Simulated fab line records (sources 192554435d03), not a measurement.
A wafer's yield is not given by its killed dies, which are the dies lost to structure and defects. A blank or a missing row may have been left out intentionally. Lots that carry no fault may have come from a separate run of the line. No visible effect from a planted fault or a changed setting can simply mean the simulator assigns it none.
The tool behind it: which one? || flow n5Finfet || Sampling: 9 lots, 27 wafers, 5 of 1938 route steps

## WHAT THE GAUGES READ, wafer by wafer
N5_BEOL_M4_RC_MEAS_101. Usual: DIBL_N 36.3 mV/V, standard deviation 1.8; DIBL_P 36.5 mV/V, standard deviation 2.1; IOFF_N 0.16 nA/um, standard deviation 0.031; IOFF_N_85C 3.2 nA/um, standard deviation 0.51; IOFF_N_LIN 0.075 nA/um, standard deviation 0.012; IOFF_P 0.22 nA/um, standard deviation 0.038; ION_N 677 uA/um, standard deviation 12; ION_P 466 uA/um, standard deviation 7.8; SS_N 71.5 mV/dec, standard deviation 0.61; SS_P 73.2 mV/dec, standard deviation 0.7; VT_N 249 mV, standard deviation 3; VT_P -248.9 mV, standard deviation 3.
{"lot": "L492", "measured": "day 8 19:02", "on": "prober-02", "DIBL_N (mV/V)": "34.6 36.4 34.8", "DIBL_P (mV/V)": "35.1 37.0 34.2", "IOFF_N (nA/um)": "0.14 0.17 0.13", "IOFF_N_85C (nA/um)": "2.8 3.3 2.7", "IOFF_N_LIN (nA/um)": "0.067 0.077 0.062", "IOFF_P (nA/um)": "0.22 0.24 0.21", "ION_N (uA/um)": "676 682 662", "ION_P (uA/um)": "472 474 464", "SS_N (mV/dec)": "71.2 70.5 71.4", "SS_P (mV/dec)": "73.5 73.3 72.3", "VT_N (mV)": "251 246 252", "VT_P (mV)": "-245.7 -246.0 -249.5", "flag": ""}
{"lot": "L493", "measured": "day 8 17:48", "on": "prober-02", "DIBL_N (mV/V)": "32.9 38.3 37.4", "DIBL_P (mV/V)": "32.6 39.2 38.4", "IOFF_N (nA/um)": "0.10 0.17 0.18", "IOFF_N_85C (nA/um)": "2.2 3.4 3.5", "IOFF_N_LIN (nA/um)": "0.053 0.078 0.082", "IOFF_P (nA/um)": "0.14 0.22 0.21", "ION_N (uA/um)": "663 668 686", "ION_P (uA/um)": "462 453 469", "SS_N (mV/dec)": "70.6 72.1 71.9", "SS_P (mV/dec)": "72.1 73.9 72.8", "VT_N (mV)": "254 249 249", "VT_P (mV)": "-253.9 -248.2 -249.4", "flag": ""}
{"lot": "L496", "measured": "day 9 15:04", "on": "prober-02", "DIBL_N (mV/V)": "38.6 36.0 37.0", "DIBL_P (mV/V)": "37.6 36.0 36.9", "IOFF_N (nA/um)": "0.19 0.16 0.17", "IOFF_N_85C (nA/um)": "3.6 3.1 3.4", "IOFF_N_LIN (nA/um)": "0.087 0.076 0.080", "IOFF_P (nA/um)": "0.25 0.23 0.23", "ION_N (uA/um)": "681 691 694", "ION_P (uA/um)": "468 473 472", "SS_N (mV/dec)": "71.4 71.2 70.9", "SS_P (mV/dec)": "74.4 73.8 73.6", "VT_N (mV)": "248 247 248", "VT_P (mV)": "-248.4 -246.6 -249.9", "flag": ""}
{"lot": "L497", "measured": "day 10 15:43", "on": "prober-01", "DIBL_N (mV/V)": "40.7 41.6 40.3", "DIBL_P (mV/V)": "42.4 42.9 41.0", "IOFF_N (nA/um)": "0.29 0.31 0.25", "IOFF_N_85C (nA/um)": "5.2 5.4 4.4", "IOFF_N_LIN (nA/um)": "0.123 0.132 0.103", "IOFF_P (nA/um)": "0.32 0.34 0.29", "ION_N (uA/um)": "717 726 699", "ION_P (uA/um)": "480 478 467", "SS_N (mV/dec)": "72.7 72.1 72.0", "SS_P (mV/dec)": "75.1 74.9 75.0", "VT_N (mV)": "239 239 243", "VT_P (mV)": "-245.8 -246.0 -248.3", "flag": "OFF"}
{"lot": "L498", "measured": "day 10 13:41", "on": "prober-01", "DIBL_N (mV/V)": "37.8 42.4 43.1", "DIBL_P (mV/V)": "38.0 43.3 44.7", "IOFF_N (nA/um)": "0.20 0.32 0.35", "IOFF_N_85C (nA/um)": "3.9 5.6 6.2", "IOFF_N_LIN (nA/um)": "0.095 0.132 0.145", "IOFF_P (nA/um)": "0.25 0.35 0.40", "ION_N (uA/um)": "699 693 723", "ION_P (uA/um)": "479 470 484", "SS_N (mV/dec)": "72.3 72.6 72.3", "SS_P (mV/dec)": "73.2 75.1 75.3", "VT_N (mV)": "242 241 236", "VT_P (mV)": "-246.0 -241.5 -242.0", "flag": "OFF"}
{"lot": "L499", "measured": "day 10 01:01", "on": "prober-02", "DIBL_N (mV/V)": "35.5 34.6 39.3", "DIBL_P (mV/V)": "37.0 35.8 42.0", "IOFF_N (nA/um)": "0.17 0.15 0.28", "IOFF_N_85C (nA/um)": "3.4 3.0 5.1", "IOFF_N_LIN (nA/um)": "0.083 0.076 0.125", "IOFF_P (nA/um)": "0.27 0.24 0.38", "ION_N (uA/um)": "689 687 708", "ION_P (uA/um)": "478 480 488", "SS_N (mV/dec)": "71.1 71.0 72.2", "SS_P (mV/dec)": "73.5 72.2 73.6", "VT_N (mV)": "246 249 238", "VT_P (mV)": "-243.1 -246.4 -240.6", "flag": ""}
{"lot": "L510", "measured": "day 12 17:35", "on": "prober-02", "DIBL_N (mV/V)": "34.9 37.3 34.2", "DIBL_P (mV/V)": "35.1 38.4 34.0", "IOFF_N (nA/um)": "0.15 0.20 0.14", "IOFF_N_85C (nA/um)": "3.0 3.7 2.7", "IOFF_N_LIN (nA/um)": "0.072 0.086 0.064", "IOFF_P (nA/um)": "0.21 0.25 0.18", "ION_N (uA/um)": "681 686 664", "ION_P (uA/um)": "469 470 462", "SS_N (mV/dec)": "71.1 71.6 71.3", "SS_P (mV/dec)": "72.8 73.8 72.1", "VT_N (mV)": "247 247 251", "VT_P (mV)": "-249.8 -248.2 -254.4", "flag": ""}
{"lot": "L512", "measured": "day 13 12:35", "on": "prober-02", "DIBL_N (mV/V)": "33.1 34.5 35.5", "DIBL_P (mV/V)": "33.0 34.4 35.7", "IOFF_N (nA/um)": "0.12 0.14 0.16", "IOFF_N_85C (nA/um)": "2.5 2.8 3.1", "IOFF_N_LIN (nA/um)": "0.059 0.068 0.073", "IOFF_P (nA/um)": "0.19 0.21 0.23", "ION_N (uA/um)": "661 685 669", "ION_P (uA/um)": "466 470 469", "SS_N (mV/dec)": "70.7 70.8 70.9", "SS_P (mV/dec)": "71.9 73.4 72.7", "VT_N (mV)": "255 251 248", "VT_P (mV)": "-247.7 -247.6 -248.0", "flag": ""}
{"lot": "L513", "measured": "day 13 19:41", "on": "prober-02", "DIBL_N (mV/V)": "32.2 32.5 33.8", "DIBL_P (mV/V)": "32.2 32.5 33.8", "IOFF_N (nA/um)": "0.10 0.11 0.12", "IOFF_N_85C (nA/um)": "2.1 2.2 2.4", "IOFF_N_LIN (nA/um)": "0.050 0.053 0.056", "IOFF_P (nA/um)": "0.15 0.15 0.17", "ION_N (uA/um)": "641 671 650", "ION_P (uA/um)": "449 462 453", "SS_N (mV/dec)": "70.8 70.4 70.7", "SS_P (mV/dec)": "72.1 72.4 72.5", "VT_N (mV)": "256 255 253", "VT_P (mV)": "-254.0 -252.8 -252.0", "flag": ""}

## WHAT TOOL EACH LOT RAN ON (gives the tool, then ch and the chambers of the sampled wafers, and finally the start)
{"lot": "L492", "N5_FIN_SAQP_RECESS_75": "vaporEtch-01 ch 0,1, day 1 22:46", "N5_FIN_SAQP_SPACER1_ALD_24": "aldSin-04 ch 0,1,3, day 1 23:10", "N5_FIN_SAQP_SPACER2_ALD_28": "aldSin-02 ch 0,1,2, day 2 01:45", "N5_FIN_SAQP_FIN_ETCH_36": "rieSi-01 ch 0,1, day 2 02:37"}
{"lot": "L493", "N5_FIN_SAQP_RECESS_75": "vaporEtch-01 ch 0,1, day 2 04:13", "N5_FIN_SAQP_SPACER1_ALD_24": "aldSin-02 ch 1,3, day 2 04:43", "N5_FIN_SAQP_SPACER2_ALD_28": "aldSin-03 ch 0,2,3, day 2 06:40", "N5_FIN_SAQP_FIN_ETCH_36": "rieSi-06 ch 0,2,3, day 2 07:38"}
{"lot": "L496", "N5_FIN_SAQP_RECESS_75": "vaporEtch-01 ch 0,1, day 2 22:34", "N5_FIN_SAQP_SPACER1_ALD_24": "aldSin-03 ch 0,1, day 2 22:58", "N5_FIN_SAQP_SPACER2_ALD_28": "aldSin-03 ch 0,2,3, day 3 00:54", "N5_FIN_SAQP_FIN_ETCH_36": "rieSi-01 ch 1,2,3, day 3 01:45"}
{"lot": "L497", "N5_FIN_SAQP_RECESS_75": "vaporEtch-02 ch 0,1, day 3 04:38", "N5_FIN_SAQP_SPACER1_ALD_24": "aldSin-04 ch 0,1,3, day 3 05:50", "N5_FIN_SAQP_SPACER2_ALD_28": "aldSin-03 ch 0,1,2, day 3 09:40", "N5_FIN_SAQP_FIN_ETCH_36": "rieSi-06 ch 1,2,3, day 3 10:37"}
{"lot": "L498", "N5_FIN_SAQP_RECESS_75": "vaporEtch-01 ch 0,1, day 3 12:04", "N5_FIN_SAQP_SPACER1_ALD_24": "aldSin-03 ch 0,2,3, day 3 14:27", "N5_FIN_SAQP_SPACER2_ALD_28": "aldSin-03 ch 0,1,3, day 3 17:47", "N5_FIN_SAQP_FIN_ETCH_36": "rieSi-03 ch 0,2,3, day 3 18:39"}
{"lot": "L499", "N5_FIN_SAQP_RECESS_75": "vaporEtch-02 ch 0,1, day 3 17:29", "N5_FIN_SAQP_SPACER1_ALD_24": "aldSin-03 ch 2,3, day 3 18:06", "N5_FIN_SAQP_SPACER2_ALD_28": "aldSin-04 ch 1,2,3, day 3 20:09", "N5_FIN_SAQP_FIN_ETCH_36": "rieSi-06 ch 0,1,3, day 3 21:05"}
{"lot": "L510", "N5_FIN_SAQP_RECESS_75": "vaporEtch-02 ch 0,1, day 6 11:35", "N5_FIN_SAQP_SPACER1_ALD_24": "aldSin-02 ch 0,1,3, day 6 11:51", "N5_FIN_SAQP_SPACER2_ALD_28": "aldSin-04 ch 0,1,2, day 6 13:59", "N5_FIN_SAQP_FIN_ETCH_36": "rieSi-03 ch 0,3, day 6 14:59"}
{"lot": "L512", "N5_FIN_SAQP_RECESS_75": "vaporEtch-01 ch 0,1, day 6 23:04", "N5_FIN_SAQP_SPACER1_ALD_24": "aldSin-03 ch 0,1, day 7 00:05", "N5_FIN_SAQP_SPACER2_ALD_28": "aldSin-04 ch 0,1,2, day 7 02:09", "N5_FIN_SAQP_FIN_ETCH_36": "rieSi-06 ch 1,2, day 7 03:07"}
{"lot": "L513", "N5_FIN_SAQP_RECESS_75": "vaporEtch-01 ch 1, day 7 04:19", "N5_FIN_SAQP_SPACER1_ALD_24": "aldSin-03 ch 0,1,2, day 7 04:41", "N5_FIN_SAQP_SPACER2_ALD_28": "aldSin-03 ch 0,1,3, day 7 06:56", "N5_FIN_SAQP_FIN_ETCH_36": "rieSi-03 ch 0,2,3, day 7 07:47"}
- N5_FIN_SAQP_RECESS_75: chemistry HF/NH3, target SiO2, target depth 14.4 nm, afs cycles 3, sublimation time 60 s.
- N5_FIN_SAQP_SPACER1_ALD_24: deposits SiO2, target thk 20.3 nm, pulse time 1 s, purge time 2 s.
- N5_FIN_SAQP_SPACER2_ALD_28: deposits SiO2, target thk 8.1 nm, pulse time 1 s, purge time 2 s.
- N5_FIN_SAQP_FIN_ETCH_36: etches the open film in HBr/Cl2/O2, target depth 120 nm, time 50.4 s.

## WHAT THE TOOLS THEMSELVES READ (means of the sampled wafers that have a number; where no wafer has one, the mark that the record gives instead)
N5_FIN_SAQP_RECESS_75. Usual: drypumpMotorCurrentA reads 5.7 A (standard deviation 0.46).
{"lot": "L492", "tool": "vaporEtch-01", "drypumpMotorCurrentA (A)": 5.2, "flag": ""}
{"lot": "L493", "tool": "vaporEtch-01", "drypumpMotorCurrentA (A)": 5.4, "flag": ""}
{"lot": "L496", "tool": "vaporEtch-01", "drypumpMotorCurrentA (A)": 5.2, "flag": ""}
{"lot": "L497", "tool": "vaporEtch-02", "drypumpMotorCurrentA (A)": 6.2, "flag": ""}
{"lot": "L498", "tool": "vaporEtch-01", "drypumpMotorCurrentA (A)": 5.2, "flag": ""}
{"lot": "L499", "tool": "vaporEtch-02", "drypumpMotorCurrentA (A)": 6.1, "flag": ""}
{"lot": "L510", "tool": "vaporEtch-02", "drypumpMotorCurrentA (A)": 6.2, "flag": ""}
{"lot": "L512", "tool": "vaporEtch-01", "drypumpMotorCurrentA (A)": 5.2, "flag": ""}
{"lot": "L513", "tool": "vaporEtch-01", "drypumpMotorCurrentA (A)": 5.0, "flag": ""}

N5_FIN_SAQP_SPACER1_ALD_24. Usual: heaterPowerW 474 W, standard deviation 45; precursorPulseHeightRel 1.001, standard deviation 0.02; susceptorTempC 300.00 C, standard deviation 0.2.
{"lot": "L492", "tool": "aldSin-04", "heaterPowerW (W)": 493, "precursorPulseHeightRel": 1.005, "susceptorTempC (C)": 299.95, "flag": ""}
{"lot": "L493", "tool": "aldSin-02", "heaterPowerW (W)": 443, "precursorPulseHeightRel": 1.012, "susceptorTempC (C)": 299.98, "flag": ""}
{"lot": "L496", "tool": "aldSin-03", "heaterPowerW (W)": 498, "precursorPulseHeightRel": 1.001, "susceptorTempC (C)": 300.05, "flag": ""}
{"lot": "L497", "tool": "aldSin-04", "heaterPowerW (W)": 496, "precursorPulseHeightRel": 0.996, "susceptorTempC (C)": 300.08, "flag": ""}
{"lot": "L498", "tool": "aldSin-03", "heaterPowerW (W)": 453, "precursorPulseHeightRel": 1.011, "susceptorTempC (C)": 299.96, "flag": ""}
{"lot": "L499", "tool": "aldSin-03", "heaterPowerW (W)": 458, "precursorPulseHeightRel": 1.011, "susceptorTempC (C)": 300.11, "flag": ""}
{"lot": "L510", "tool": "aldSin-02", "heaterPowerW (W)": 442, "precursorPulseHeightRel": 1.013, "susceptorTempC (C)": 299.95, "flag": ""}
{"lot": "L512", "tool": "aldSin-03", "heaterPowerW (W)": 486, "precursorPulseHeightRel": 1.001, "susceptorTempC (C)": 300.16, "flag": ""}
{"lot": "L513", "tool": "aldSin-03", "heaterPowerW (W)": 469, "precursorPulseHeightRel": 0.989, "susceptorTempC (C)": 299.92, "flag": ""}

N5_FIN_SAQP_SPACER2_ALD_28. Usual: heaterPowerW 469 W, standard deviation 39; precursorPulseHeightRel 1.001, standard deviation 0.02; susceptorTempC 299.99 C, standard deviation 0.17.
{"lot": "L492", "tool": "aldSin-02", "heaterPowerW (W)": 427, "precursorPulseHeightRel": 0.996, "susceptorTempC (C)": 299.95, "flag": ""}
{"lot": "L493", "tool": "aldSin-03", "heaterPowerW (W)": 463, "precursorPulseHeightRel": 1.008, "susceptorTempC (C)": 299.79, "flag": ""}
{"lot": "L496", "tool": "aldSin-03", "heaterPowerW (W)": 457, "precursorPulseHeightRel": 1.012, "susceptorTempC (C)": 300.04, "flag": ""}
{"lot": "L497", "tool": "aldSin-03", "heaterPowerW (W)": 432, "precursorPulseHeightRel": 1.002, "susceptorTempC (C)": 285.67, "flag": "OFF"}
{"lot": "L498", "tool": "aldSin-03", "heaterPowerW (W)": 432, "precursorPulseHeightRel": 1.006, "susceptorTempC (C)": 285.64, "flag": "OFF"}
{"lot": "L499", "tool": "aldSin-04", "heaterPowerW (W)": 529, "precursorPulseHeightRel": 1.006, "susceptorTempC (C)": 299.93, "flag": ""}
{"lot": "L510", "tool": "aldSin-04", "heaterPowerW (W)": 481, "precursorPulseHeightRel": 0.975, "susceptorTempC (C)": 300.01, "flag": ""}
{"lot": "L512", "tool": "aldSin-04", "heaterPowerW (W)": 486, "precursorPulseHeightRel": 1.018, "susceptorTempC (C)": 300.03, "flag": ""}
{"lot": "L513", "tool": "aldSin-03", "heaterPowerW (W)": 488, "precursorPulseHeightRel": 1.014, "susceptorTempC (C)": 299.85, "flag": ""}

N5_FIN_SAQP_FIN_ETCH_36. Usual: biasW 102.0 W, standard deviation 0.31; chamberPressureMTorr 10.000 mTorr, standard deviation 0.011; drypumpMotorCurrentA 5.5 A, standard deviation 0.37; oesProductAu 1.007 a.u., standard deviation 0.018; rfFwdPowerW 796.2 W, standard deviation 2.7; throttleValvePct 36.0 %, standard deviation 0.35.
{"lot": "L492", "tool": "rieSi-01", "biasW (W)": 102.3, "chamberPressureMTorr (mTorr)": 10.003, "drypumpMotorCurrentA (A)": 5.5, "oesProductAu (a.u.)": 0.983, "rfFwdPowerW (W)": 794.0, "throttleValvePct (%)": 35.6, "flag": ""}
{"lot": "L493", "tool": "rieSi-06", "biasW (W)": 102.3, "chamberPressureMTorr (mTorr)": 10.003, "drypumpMotorCurrentA (A)": 5.7, "oesProductAu (a.u.)": 1.016, "rfFwdPowerW (W)": 798.0, "throttleValvePct (%)": 36.2, "flag": ""}
{"lot": "L496", "tool": "rieSi-01", "biasW (W)": 101.6, "chamberPressureMTorr (mTorr)": 10.001, "drypumpMotorCurrentA (A)": 5.3, "oesProductAu (a.u.)": 1.003, "rfFwdPowerW (W)": 797.1, "throttleValvePct (%)": 35.8, "flag": ""}
{"lot": "L497", "tool": "rieSi-06", "biasW (W)": 101.9, "chamberPressureMTorr (mTorr)": 10.002, "drypumpMotorCurrentA (A)": 5.7, "oesProductAu (a.u.)": 1.010, "rfFwdPowerW (W)": 793.3, "throttleValvePct (%)": 35.9, "flag": ""}
{"lot": "L498", "tool": "rieSi-03", "biasW (W)": 102.2, "chamberPressureMTorr (mTorr)": 9.997, "drypumpMotorCurrentA (A)": 5.5, "oesProductAu (a.u.)": 1.000, "rfFwdPowerW (W)": 795.5, "throttleValvePct (%)": 36.1, "flag": ""}
{"lot": "L499", "tool": "rieSi-06", "biasW (W)": 102.0, "chamberPressureMTorr (mTorr)": 10.000, "drypumpMotorCurrentA (A)": 5.5, "oesProductAu (a.u.)": 1.005, "rfFwdPowerW (W)": 796.0, "throttleValvePct (%)": 35.9, "flag": ""}
{"lot": "L510", "tool": "rieSi-03", "biasW (W)": 101.7, "chamberPressureMTorr (mTorr)": 10.007, "drypumpMotorCurrentA (A)": 5.3, "oesProductAu (a.u.)": 1.012, "rfFwdPowerW (W)": 797.4, "throttleValvePct (%)": 36.1, "flag": ""}
{"lot": "L512", "tool": "rieSi-06", "biasW (W)": 102.1, "chamberPressureMTorr (mTorr)": 9.993, "drypumpMotorCurrentA (A)": 5.4, "oesProductAu (a.u.)": 0.996, "rfFwdPowerW (W)": 793.3, "throttleValvePct (%)": 35.5, "flag": ""}
{"lot": "L513", "tool": "rieSi-03", "biasW (W)": 101.8, "chamberPressureMTorr (mTorr)": 9.993, "drypumpMotorCurrentA (A)": 5.5, "oesProductAu (a.u.)": 1.000, "rfFwdPowerW (W)": 794.4, "throttleValvePct (%)": 36.1, "flag": ""}

## THE ANSWER, worked out from the rows above alone
Rule: lot off if the mean of its wafers having a number is beyond 3 standard deviations from the usual mean. Also off: a lot with no number at a reading for which 4 or more lots have one. Any other lot the step has rows for is counted as sound. First the gauges in route order, then the tools' own readings, where a lot's mean is used as printed above. At the first step where some lot is off, the reading lying furthest off is the one used; lots without a number count as furthest.
Off: L497, L498, seen at N5_BEOL_M4_RC_MEAS_101 (IOFF_N).
If a tool, at a process step before that reading, ran all the lots that are off and no sound lot after the first of them, it fits. Not tried: the gauges at N5_BEOL_M4_RC_MEAS_101; whatever is off there is also off at N5_FIN_SAQP_SPACER2_ALD_28, on other tools, and gauge error can't account for it. No candidate that was tried fits.

## WHAT WAS PUT IN BY THE SIMULATOR
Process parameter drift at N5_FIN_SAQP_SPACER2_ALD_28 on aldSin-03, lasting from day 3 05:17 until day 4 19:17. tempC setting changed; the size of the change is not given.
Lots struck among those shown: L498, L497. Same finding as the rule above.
